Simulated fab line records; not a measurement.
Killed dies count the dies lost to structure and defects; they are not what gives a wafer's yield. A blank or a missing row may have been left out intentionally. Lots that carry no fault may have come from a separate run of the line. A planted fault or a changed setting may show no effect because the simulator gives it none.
8D (eight disciplines) problem report, filled in by code || flow n5_finfet || the parts of the form that need people (team, actions taken, sign-off) are left out
Where a reading is given only as a bound, like >300, the bound stands for it, and a mean or a difference that rests on one is marked > or <: the true number lies beyond.

== 1. PROBLEM STATEMENT ==
Mean of raw_defect_count at N5_SD_EPI_N_INSPECT_26: 749 across 6 wafers in 2 lots; on wafers with no fault it is 209 (standard deviation 43). That puts it +13 standard deviations away from the usual mean.
The step: inspects for defects (darkfield).
Seen first at day 6 17:38 on defect_inspect-02, wafer L103.1. The record has a number at this step for 23 wafers belonging to 8 lots. Rule for "out", or "out of limits": more than 4 standard deviations from the usual mean. Any other wafer with a number is counted as sound.

== 2. WHAT IT IS, AND WHAT IT ISN'T ==
{"question": "which readings at this step", "is": "raw_defect_count", "is not": "-"}
{"question": "which lots", "is": "L103, L106", "is not": "L101, L102, L104, L113, L992, L993"}
{"question": "which wafers of those lots", "is": "all that have a number", "is not": "-"}
{"question": "read on which gauges", "is": "defect_inspect-01, defect_inspect-02", "is not": "-"}
{"question": "when", "is": "from day 6 17:38", "is not": "up to then (11 sound wafers); but 6 sound wafers of L104, L113 came after"}

== 3. SUSPECTS, AND WHAT RULES EACH OUT ==
Counting: any tool at a process step up to the reading is kept as a suspect provided that every lot that is out went through it and no sound lot did after the first of them.
- the gauge at N5_SD_EPI_N_INSPECT_26 is ruled out. Those wafers that are out were read across 2 gauges (defect_inspect-01, defect_inspect-02).
- ald_sin-03 at N5_SPACER0_ALD_07 (deposits SiNx, target thk 2 nm): ruled out as a lasting fault. The sound lots L113 went through it after L103, its earliest lot that is out (day 6 11:44).
- rie_diel-05 at N5_SD_EPI_N_ETCH_35 (etches SOC in N2/H2, overetch 108 nm, time 486 s): kept. All lots that are out passed through it, beginning with L103 at day 6 12:59, and no sound lot followed; its final sound lot before that point was L102 at day 6 05:17.
- rie_diel-05 at N5_SD_EPI_N_ETCH_45 (etches SiOCN in CH3F/O2, target depth 6 nm): kept. All lots that are out passed through it, beginning with L103 at day 6 13:25, and no sound lot followed; its final sound lot before that point was L102 at day 6 05:43.
What counting leaves: rie_diel-05 at N5_SD_EPI_N_ETCH_35 and rie_diel-05 at N5_SD_EPI_N_ETCH_45.

== 4. THE CAUSE (what the simulator had put in) ==
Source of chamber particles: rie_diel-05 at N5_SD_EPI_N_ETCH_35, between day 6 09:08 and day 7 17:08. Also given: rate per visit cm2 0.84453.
Counting left 2 suspects, and this tool is among them.

== 5. THE EFFECT CHAIN, in route order ==
Each row: a reading whose mean over the struck wafers that have a number lies more than 3 standard deviations from the usual. Readings are gone through only where the record gives a usual standard deviation; hours: the median, over the lots, of the time from a lot's start at the first step in this table giving one to that lot's start at this step; sigmas: the change measured in usual standard deviations.
{"hours": 0, "step": "N5_SD_EPI_N_INSPECT_26", "reading": "raw_defect_count", "usual": 209, "on struck wafers": 749, "change": "+540", "sigmas": "+13"}
{"hours": 0, "step": "N5_SD_EPI_P_INSPECT_11", "reading": "raw_defect_count", "usual": 2.2, "on struck wafers": ">300", "change": ">+298", "sigmas": "+99 or more"}
{"hours": 5, "step": "N5_SD_EPI_P_INSPECT_26", "reading": "raw_defect_count", "usual": 183, "on struck wafers": 728, "change": "+546", "sigmas": "+15"}
{"hours": 223, "step": "N5_PASSIVATION_PROBE_49", "reading": "defect_limited_yield", "usual": "91.1 %", "on struck wafers": 82.4, "change": -8.7, "sigmas": -5.4}
{"hours": 223, "step": "N5_PASSIVATION_PROBE_49", "reading": "killed_at_front_end", "usual": 40, "on struck wafers": 146, "change": "+106", "sigmas": "+7.6"}
{"hours": 223, "step": "N5_PASSIVATION_PROBE_49", "reading": "killed_dies", "usual": 105, "on struck wafers": 208, "change": "+103", "sigmas": "+5.7"}
{"hours": 223, "step": "N5_PASSIVATION_PROBE_49", "reading": "sort_bin_5_function", "usual": "5.2 %", "on struck wafers": 11.3, "change": "+6.1", "sigmas": "+6.3"}
{"hours": 223, "step": "N5_PASSIVATION_PROBE_49", "reading": "sort_n_pass", "usual": 1075, "on struck wafers": 972, "change": -103, "sigmas": -5.4}
Here are the process steps it includes:
- N5_PASSIVATION_PROBE_49
At these later measuring or inspecting steps, every struck wafer for which the step has a row has a number for every such reading, and none has moved that far: N5_BEOL_M4_RC_MEAS_101.

== 6. WHAT WOULD HAVE CAUGHT IT SOONER ==
In this record the first reading out of limits at a measuring or inspecting step was taken at day 6 17:38, 8 hours after the fault began at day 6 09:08.
Tool readings at N5_SD_EPI_N_ETCH_35 with a usual standard deviation given in the record: none out on any struck wafer, hence no alarm at a limit of 4 standard deviations on them.
L106, from the lots that are out (2), started N5_SD_EPI_N_ETCH_35 on rie_diel-05 later than day 6 17:38. A hold on the tool at that time would have spared it.
